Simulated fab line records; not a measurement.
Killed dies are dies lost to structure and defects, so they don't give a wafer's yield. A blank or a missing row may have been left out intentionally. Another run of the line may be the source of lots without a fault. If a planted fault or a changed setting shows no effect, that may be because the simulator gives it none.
Which tool is to blame? + flow nand_harc + 6 lots with 18 wafers sampled at 5 steps, on a route of 1159 steps

## WHAT THE GAUGES SHOWED, per wafer
NHARC_END_SORT_01.
| lot  | measured     | on        | killed_at_array |
|------|--------------|-----------|-----------------|
| L308 | day 19 10:49 | prober-01 | 14 13 12        |
| L317 | day 22 07:30 | prober-02 | 40 47 30        |

## WHAT TOOL EACH LOT RAN ON (gives the tool, then ch and the chambers of the sampled wafers, and finally the start)
| lot  | NHARC_A_STAIRCASE_TRIM_202                    | NHARC_A_STAIRCASE_TRIM_220         | NHARC_A_STAIRCASE_TRIM_224                    | NHARC_A_STAIRCASE_ETCH_234         |
|------|-----------------------------------------------|------------------------------------|-----------------------------------------------|------------------------------------|
| L306 | rie_diel-07 ch 0,3, day 11 11:06 or earlier   | rie_diel-07 ch 1,3, day 11 11:06   | rie_diel-07 ch 1,3, day 11 12:46 or earlier   | rie_diel-07 ch 0,1, day 11 12:46   |
| L308 | rie_diel-11 ch 1,2, day 11 16:25 or earlier   | rie_diel-03 ch 0,1,3, day 11 16:25 | rie_diel-03 ch 0,1,2, day 11 18:05 or earlier | rie_diel-11 ch 1,2, day 11 18:05   |
| L309 | rie_diel-11 ch 1,2,3, day 12 10:14 or earlier | rie_diel-07 ch 2,3, day 12 10:14   | rie_diel-07 ch 2,3, day 12 11:59 or earlier   | rie_diel-07 ch 0,2, day 12 11:59   |
| L317 | rie_diel-11 ch 0,2,3, day 14 08:23 or earlier | rie_diel-07 ch 0,1,3, day 14 08:23 | rie_diel-07 ch 0,1,3, day 14 10:04 or earlier | rie_diel-07 ch 0,1,2, day 14 10:04 |
| L323 | rie_diel-03 ch 0,1,3, day 15 14:42 or earlier | rie_diel-03 ch 2,3, day 15 14:42   | rie_diel-03 ch 0,3, day 15 16:49 or earlier   | rie_diel-03 ch 0,2, day 15 16:49   |
| L328 | rie_diel-07 ch 0,1,3, day 17 01:29 or earlier | rie_diel-03 ch 0,2,3, day 17 01:29 | rie_diel-03 ch 1,2,3, day 17 03:22 or earlier | rie_diel-03 ch 1,2,3, day 17 03:22 |
- NHARC_A_STAIRCASE_TRIM_202: chemistry O2, time 211.2 s.
- NHARC_A_STAIRCASE_TRIM_220: chemistry O2, time 211.2 s.
- NHARC_A_STAIRCASE_TRIM_224: chemistry O2, time 211.2 s.
- NHARC_A_STAIRCASE_ETCH_234: etches the open film in C4F8/O2, target depth 100 nm, time 40.5 s.

## THE ANSWER, worked out from the rows above alone
Rule: what is usual is taken from the lots themselves. Put in order of their means at a reading, lots are off if they are a third of the lots or fewer, leave a main group of 4 or more, and stand apart from it by a gap of 3 or more times the standard deviation of the main group's means; of several such gaps the widest counts. The tables above print the reading to a certain number of digits; a main group whose means all agree to those digits is not used. A lot without any number at a reading at which 4 lots or more have one is off too. Where the step has rows for the other lots, those lots are counted as sound.
Nothing can be told from this: no lot is off at any reading shown.

## WHAT THE SIMULATOR PUT IN
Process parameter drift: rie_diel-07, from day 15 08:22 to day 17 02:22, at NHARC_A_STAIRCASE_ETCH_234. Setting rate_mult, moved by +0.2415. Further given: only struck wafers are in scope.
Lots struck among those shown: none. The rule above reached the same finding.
